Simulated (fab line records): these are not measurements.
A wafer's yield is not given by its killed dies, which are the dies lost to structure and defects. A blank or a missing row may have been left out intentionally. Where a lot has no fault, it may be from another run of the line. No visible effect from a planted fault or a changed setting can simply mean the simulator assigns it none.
A struck lot beside a sound one	flow n5 finfet	17 steps out of a route of 1938
Sound: these wafers, L276.1, L276.2, L276.6. Wafers L274.3, L274.4, L274.6 were the ones struck. The cause is given at the end.
At each step with rows: each side's tool, then ch and its chambers, then its first start. Under that, the readings that differ: sound wafers	struck wafers	difference of the means	sigmas: that difference in standard deviations of wafers without a fault.
alike: words and numbers the same on both sides, and readings whose means are apart by under 2 such deviations; not compared: readings that were withheld, readings missing a value for some wafer, numbers with overlapping values and no deviation given by the record, and bounds like >300 which may hide the same value.
The two part at a step that has a row with sigmas, a row that says differs or no value, or rows on one side only. Non-overlapping numbers with no deviation appear without sigmas and do not part them. A reading missing from all wafers of one side parts the sides only when that side holds two or more wafers.

N5_ZERO_LAYER_PECVD_02: deposits SiO2 from SiH4/N2O, target thk 10 nm, time 6 s.
  sound on pecvd-03 ch 0,2, day 2 18:17; struck on pecvd-04 ch 0,1, day 2 06:17
  alike: heater power w, showerhead plenum p Torr
then, 8 steps without rows for these wafers: N5_ZERO_LAYER_HMDS_04 (time 60 s); N5_ZERO_LAYER_COAT_05 (resist thk 1000 nm); N5_ZERO_LAYER_EBR_07; N5_ZERO_LAYER_SOFTBAKE_06 (time 90 s); N5_ZERO_LAYER_EXPOSE_08 (exposes mask ZERO, defocus 0 nm, target cd 2000 nm); N5_ZERO_LAYER_PEB_09; N5_ZERO_LAYER_DEVELOP_10 (develop time 60 s); N5_ZERO_LAYER_HARDBAKE_23 (time 120 s).
N5_ZERO_LAYER_CD_MEAS_11 targets a cd of 2000 nm.
  sound on cd sem-01 ch 0, day 2 18:46; struck on cd sem-01 ch 0, day 2 06:46
  alike: cd nm
N5_ZERO_LAYER_DESCUM_16: chemistry O2, time 7.9 s.
  sound on rie diel-01 ch 0,1, day 2 18:56; struck on rie diel-05 ch 0,3, day 2 06:48
  alike: drypump motor current A, oes product au, rf vpp V, showerhead plenum p Torr, throttle valve pct
  not compared: rf hours counter h
N5_ZERO_LAYER_ETCH_17: etches SiO2 in CF4, target depth 12 nm, time 13.3 s.
  sound on rie diel-01 ch 0,1, day 2 18:59; struck on rie diel-05 ch 0,3, day 2 06:50
  alike: bias w, cf4 flow sccm, drypump motor current A, oes product au, rf vpp V, showerhead plenum p Torr, throttle valve pct
  not compared: rf hours counter h
N5_ZERO_LAYER_ETCH_18: etches Si in HBr/Cl2, target depth 120 nm, time 40 s.
  sound on rie si-04 ch 0,2,3, day 2 19:03; struck on rie si-02 ch 0,2,3, day 2 06:55
  no value came back on the struck wafers for any of 6 readings (HBr_flow_sccm (sccm), bias w (W) and others); on the sound wafers HBr_flow_sccm (sccm) reads 149.4 150.4 149.3
reading	sound	struck	difference	sigmas
model.coat_of_ZERO_LAYER_COAT_05.thk nm (nm)	931.3 934.2 931.3	971.2 970.1 970.6	+38.4	
  not compared: rf hours counter h
N5_ZERO_LAYER_STRIP_24: strips in O2.
  sound on plasma asher-02 ch 0,1, day 2 19:10; struck on plasma asher-01 ch 0,1, day 2 07:02
reading	sound	struck	difference	sigmas
strip time to endpoint s (s)	43.86 43.96 43.85	44.99 44.96 44.98	+1.09	+14
  alike: drypump motor current A, heater power w, oes product au
  not compared: rf hours counter h
then, 1 step without rows for these wafers: N5_ZERO_LAYER_STRIP_19 (strips in SPM, time 900 s).
N5_BEOL_M4_RC_MEAS_101:
  the record has rows for the sound wafers here (prober-02 ch 0, day 9 22:19) and none for the struck ones
-- record jumps: 11 days separate the struck wafers' starts on either side; left off in module BEOL_M4, taken up again in module PASSIVATION, whose first shown step is the route's number 1936 --
N5_PASSIVATION_PROBE_49:
  record: rows for the struck wafers here (prober-01, day 13 01:32), none for the sound ones

WHERE THEY PART
First at N5_ZERO_LAYER_ETCH_18; last, within this record, at N5_PASSIVATION_PROBE_49.

WHY: whatever the simulator had introduced
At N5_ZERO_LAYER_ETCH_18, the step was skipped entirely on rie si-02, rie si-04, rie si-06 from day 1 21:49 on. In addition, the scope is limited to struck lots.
